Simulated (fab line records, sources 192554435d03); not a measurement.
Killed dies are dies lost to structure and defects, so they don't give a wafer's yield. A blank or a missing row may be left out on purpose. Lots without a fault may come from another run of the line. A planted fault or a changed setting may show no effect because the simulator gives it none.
Split-lot experiment | flow n5_finfet | 7 lots, 39 wafers read, on a route of 1938 steps

THE SPLIT
At N5_DUMMY_GATE_ETCH_32 (etches SiO2 in CF4, target depth 3.5 nm, time 3.9 s), the setting time_s was moved away from the recipe's 3.9 s on 12 of the 39 wafers read, by -23.7% to +19.4%. The other wafers ran this setting at the recipe's value.

The reading is taken at the split's own step.

THE READING
etch.depth_nm (the simulator's own value, which no gauge read), in nm, at N5_DUMMY_GATE_ETCH_32 (etches SiO2 in CF4, target depth 3.5 nm, time 3.9 s). The file gives no usual value for it. The 27 wafers here that ran the recipe average 3.497 nm, standard deviation 0.032 nm.

wafer  | tool, chamber at the split | time_s as run, s | against the recipe | etch.depth_nm, nm | against lot-mates on the recipe
L078.1 | rie_si-04, 3               | 4.657            | +19.4%             | 4.215             | +0.738
L078.2 | rie_si-04, 2               | 4.657            | +19.4%             | 4.153             | +0.676
L078.3 | rie_si-04, 1               | 3.9              | recipe             | 3.502             | -
L078.4 | rie_si-04, 0               | 4.657            | +19.4%             | 4.166             | +0.689
L078.5 | rie_si-04, 2               | 3.9              | recipe             | 3.447             | -
L078.6 | rie_si-04, 3               | 3.9              | recipe             | 3.483             | -
L082.1 | rie_si-01, 1               | 3.603            | -7.6%              | 3.262             | -0.227
L082.2 | rie_si-01, 2               | 3.9              | recipe             | 3.519             | -
L082.3 | rie_si-01, 0               | 3.603            | -7.6%              | 3.236             | -0.253
L082.4 | rie_si-01, 3               | 3.9              | recipe             | 3.469             | -
L082.5 | rie_si-01, 3               | 3.603            | -7.6%              | 3.192             | -0.297
L082.6 | rie_si-01, 0               | 3.9              | recipe             | 3.479             | -
L084.1 | rie_si-02, 0               | 3.9              | recipe             | 3.511             | -
L084.2 | rie_si-02, 1               | 3.9              | recipe             | 3.536             | -
L084.3 | rie_si-02, 3               | 3.9              | recipe             | 3.571             | -
L084.4 | rie_si-02, 2               | 3.9              | recipe             | 3.522             | -
L084.5 | rie_si-02, 2               | 3.9              | recipe             | 3.515             | -
L084.6 | rie_si-02, 1               | 3.9              | recipe             | 3.558             | -
L086.1 | rie_si-04, 1               | 4.391            | +12.6%             | 3.9               | +0.422
L086.2 | rie_si-04, 3               | 3.9              | recipe             | 3.533             | -
L086.3 | rie_si-04, 2               | 4.391            | +12.6%             | 3.878             | +0.400
L086.4 | rie_si-04, 0               | 4.391            | +12.6%             | 3.92              | +0.442
L086.5 | rie_si-04, 2               | 3.9              | recipe             | 3.453             | -
L086.6 | rie_si-04, 1               | 3.9              | recipe             | 3.448             | -
L087.1 | rie_si-04, 0               | 3.9              | recipe             | 3.507             | -
L087.2 | rie_si-04, 2               | 3.9              | recipe             | 3.476             | -
L087.3 | rie_si-04, 1               | 3.9              | recipe             | 3.46              | -
L087.4 | rie_si-04, 3               | 3.9              | recipe             | 3.509             | -
L087.5 | rie_si-04, 1               | 3.9              | recipe             | 3.487             | -
L087.6 | rie_si-04, 2               | 3.9              | recipe             | 3.482             | -
L088.1 | rie_si-04, 0               | 2.975            | -23.7%             | 2.642             | -0.834
L088.2 | rie_si-04, 1               | 2.975            | -23.7%             | 2.656             | -0.820
L088.3 | rie_si-04, 2               | 3.9              | recipe             | 3.461             | -
L088.4 | rie_si-04, 3               | 3.9              | recipe             | 3.499             | -
L088.5 | rie_si-04, 2               | 3.9              | recipe             | 3.467             | -
L088.6 | rie_si-04, 3               | 2.975            | -23.7%             | 2.654             | -0.822
L093.4 | rie_si-04, 2               | 3.9              | recipe             | 3.521             | -
L093.5 | rie_si-04, 0               | 3.9              | recipe             | 3.507             | -
L093.6 | rie_si-04, 3               | 3.9              | recipe             | 3.499             | -

THE FIT
A straight line over all 39 wafers: etch.depth_nm changes by +0.0349 nm for each +1% of time_s; r = +1.00; the points scatter about the line by 0.032 nm.
The same after taking each lot's own level away (the mean of its wafers on the recipe; 39 wafers): +0.035 nm for each +1%; r = +1.00; scatter 0.024 nm.
On that fit, the largest move of time_s shifts the reading by 0.83 nm.
The lots' own levels span 3.4757 to 3.5355 nm, that is 1.9 times the standard deviation above.
So the lot-to-lot level changes the slope little: the two slopes agree.
Check: with one of the wafers moved furthest among these (-23.7%) left out of the fit, the line predicts -0.828 nm for it against its lot-mates. It came out at -0.834 nm against them.

OTHER SPLITS ON THESE WAFERS
These wafers also went through other splits before the reading. Each is held against what the fit with the lots' levels taken away leaves over:
other split on the same wafers | wafers away from the commonest value | r with etch.depth_nm (lot level and that fit taken away)
N5_FIN_CUT_ETCH_21 time_s      | 15                                   | +0.02

THE FILE'S OWN FIT
etch.depth_nm changes by +0.035 nm for each +1% of time_s, r = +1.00.
